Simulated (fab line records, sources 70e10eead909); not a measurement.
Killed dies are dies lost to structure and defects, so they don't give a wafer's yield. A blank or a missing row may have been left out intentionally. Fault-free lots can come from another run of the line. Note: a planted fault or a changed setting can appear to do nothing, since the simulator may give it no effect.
Comparing a struck lot with a sound one    flow nand harc    15 steps out of a route of 1302
Sound: the wafers L726.2, L726.4, L726.6. Struck: wafer L738.2; the same lot's L738.3 was not struck, so it is left out; see the end for the cause.
Each step with rows lists, per side, the tool, then ch with its chambers, then its first start. Under that, the readings that differ: sound wafers    struck wafers    difference of the means    sigmas: that difference in standard deviations of wafers without a fault.
alike: words and numbers the same on both sides, and readings whose means are apart by under 2 such deviations; not compared: readings that were withheld, readings missing a value for some wafer, numbers with overlapping values and no deviation given by the record, and bounds like >300 which may hide the same value.
Wherever a step has rows on one side only, a row that says differs or no value, or a row with sigmas, the two part there. Numbers that don't overlap but have no deviation are shown without sigmas and don't part them. A reading missing from all wafers of one side parts the sides only when that side holds two or more wafers.

first, 1 step without rows for these wafers: NHARC_A_CHANNEL_HOLE_D1_XSEM_31.
NHARC_A_CHANNEL_HOLE_D1_INSPECT_40:
  sound: defect inspect-02 at day 13 09:26; struck: defect inspect-02 at day 17 18:17
  alike: raw defect count
then, 2 steps without rows for these wafers: NHARC_A_CHANNEL_FILL_D1_PRECLEAN_00 (cleans in SC1); NHARC_A_CHANNEL_FILL_D1_SRD_01.
NHARC_A_CHANNEL_FILL_D1_ALD_02: deposits SiO2, target thk 6 nm, pulse time 10 s, ald cycles 60.
  sound on ald hk-01 ch 0,1,3, day 13 09:37; struck on ald hk-01 ch 1, day 17 21:07
reading             sound        struck  difference  sigmas
heater power w (W)  490 387 428  526     +91         +2
  alike: precursor pulse height rel
then, 1 step without rows for these wafers: NHARC_A_CHANNEL_FILL_D1_ALD_03 (deposits SiNx, target thk 6 nm, pulse time 60 s, ald cycles 58).
NHARC_A_CHANNEL_FILL_D1_ALD_14: deposits SiO2, target thk 2.5 nm, pulse time 10 s, ald cycles 25.
  sound on ald hk-02 ch 1,3, day 13 18:57; struck on ald hk-01 ch 3, day 18 04:10
reading             sound        struck  difference  sigmas
heater power w (W)  522 510 514  379     -136        -3
  alike: precursor pulse height rel
NHARC_A_CHANNEL_FILL_D1_ALD_15: deposits SiNx, target thk 2 nm, pulse time 60 s, ald cycles 19.
  sound: ald sin batch-01 ch 0; struck: ald sin batch-03 ch 0
  alike: precursor pulse height rel
NHARC_A_CHANNEL_FILL_D1_ALD_16: deposits SiO2, target thk 1.5 nm, pulse time 10 s, ald cycles 15.
  sound on ald hk-03 ch 0,1, day 14 00:07; struck on ald hk-01 ch 3, day 18 09:22
  alike: heater power w, precursor pulse height rel
then, 2 steps without rows for these wafers: NHARC_A_CHANNEL_FILL_D1_ANNEAL_17 (time 1800 s); NHARC_A_CHANNEL_FILL_D1_CVD_18 (deposits poly-Si, target thk 3 nm).
NHARC_A_CHANNEL_FILL_D1_ETCHBACK_19: etches the open film in HBr/Cl2, target depth 5 nm, time 1.7 s.
  sound on rie si-06 ch 0,1,2, day 14 12:03; struck on rie si-03 ch 1, day 18 21:38
  alike: drypump motor current A, oes product au, throttle valve pct
  not compared: rf hours counter h
NHARC_A_CHANNEL_FILL_D1_ETCHBACK_20: etches the open film in C4F8/O2/Ar, target depth 27 nm, time 13.5 s.
  sound on rie diel-10 ch 1,2,3, day 14 12:11; struck on rie diel-10 ch 1, day 18 21:45
reading           sound           struck  difference  sigmas
run length s (s)  34.4 35.0 34.4  29.5    -5.1        -10
  alike: oes product au, rf vpp V
  not compared: rf hours counter h
then, 1 step without rows for these wafers: NHARC_A_CHANNEL_FILL_D1_STRIP_28 (strips in O2, time 20 s).
-- break in the record here, with 15 days between the starts of the struck wafers on either side (left off in module A_CHANNEL_FILL_D1, picked up again in module END, where the first step shown is number 1302 on the route) --
NHARC_END_SORT_01:
  here the record holds rows for the struck wafers (prober-01 ch 0, day 33 17:41) but none for the sound ones

== WHERE THEY PART ==
Last at NHARC_END_SORT_01 as far as this record goes, first at NHARC_A_CHANNEL_FILL_D1_ALD_02.

WHY: the cause the simulator had injected
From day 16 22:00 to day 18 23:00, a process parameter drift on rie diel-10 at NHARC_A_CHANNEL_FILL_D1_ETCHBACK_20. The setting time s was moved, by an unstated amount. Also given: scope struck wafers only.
